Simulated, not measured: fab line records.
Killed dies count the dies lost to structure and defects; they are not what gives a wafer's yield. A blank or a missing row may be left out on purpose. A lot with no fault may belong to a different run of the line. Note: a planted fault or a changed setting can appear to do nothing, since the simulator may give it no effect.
Matching of chambers	flow n5_finfet	N5_BEOL_M9_DESCUM_33 on rie_diel-01: 4 sister chambers
The step chemistry O2, time 7 s. 8 wafers are shown with their chamber, then 7 later ones without.

== WAFERS PAIRED WITH THEIR CHAMBERS ==
wafer	chamber	throttle_valve_pct (%)	showerhead_plenum_p_Torr (Torr)
L081.2	2	20.80	2.07
L083.5	0	20.12	2.05
L087.2	2	20.81	2.07
L089.2	3	20.11	2.05
L089.5	1	20.54	2.21
L089.6	0	20.12	2.04
L090.2	3	20.09	2.05
L090.3	1	20.53	2.21

== WAFERS WHOSE CHAMBER IS MISSING ==
wafer	throttle_valve_pct (%)	showerhead_plenum_p_Torr (Torr)
L090.5	20.11	2.05
L094.2	20.84	2.06
L094.4	20.14	2.04
L094.6	20.12	2.04
L097.2	20.13	2.04
L097.5	20.52	2.20
L097.6	20.12	2.04

== EACH ONE'S CHAMBER ==
wafer	from the rows above	in truth
L090.5	can't be placed: 3 or 0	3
L094.2	2	2
L094.4	0	0
L094.6	0	0
L097.2	0	0
L097.5	1	1
L097.6	0	0
Correctly placed: 6 of 7. Not placeable from these rows: 1 (in 1, the candidates include the true chamber). 0 placed wrongly.
How it was worked out, from the rows above alone: a wafer's distance from a chamber is the root of the sum, over the readings, of the square of ((its reading less the chamber's mean) divided by the reading's scatter). If the next closest chamber is less than 2 further off than the closest, the wafer can't be placed; otherwise it belongs to the closest. For every chamber, the mean is computed from those of its wafers that are shown. How the scatter is found: for the shown wafers, subtract from each reading the mean of its chamber, square and add these, divide the total by (wafers less chambers), then take the root.
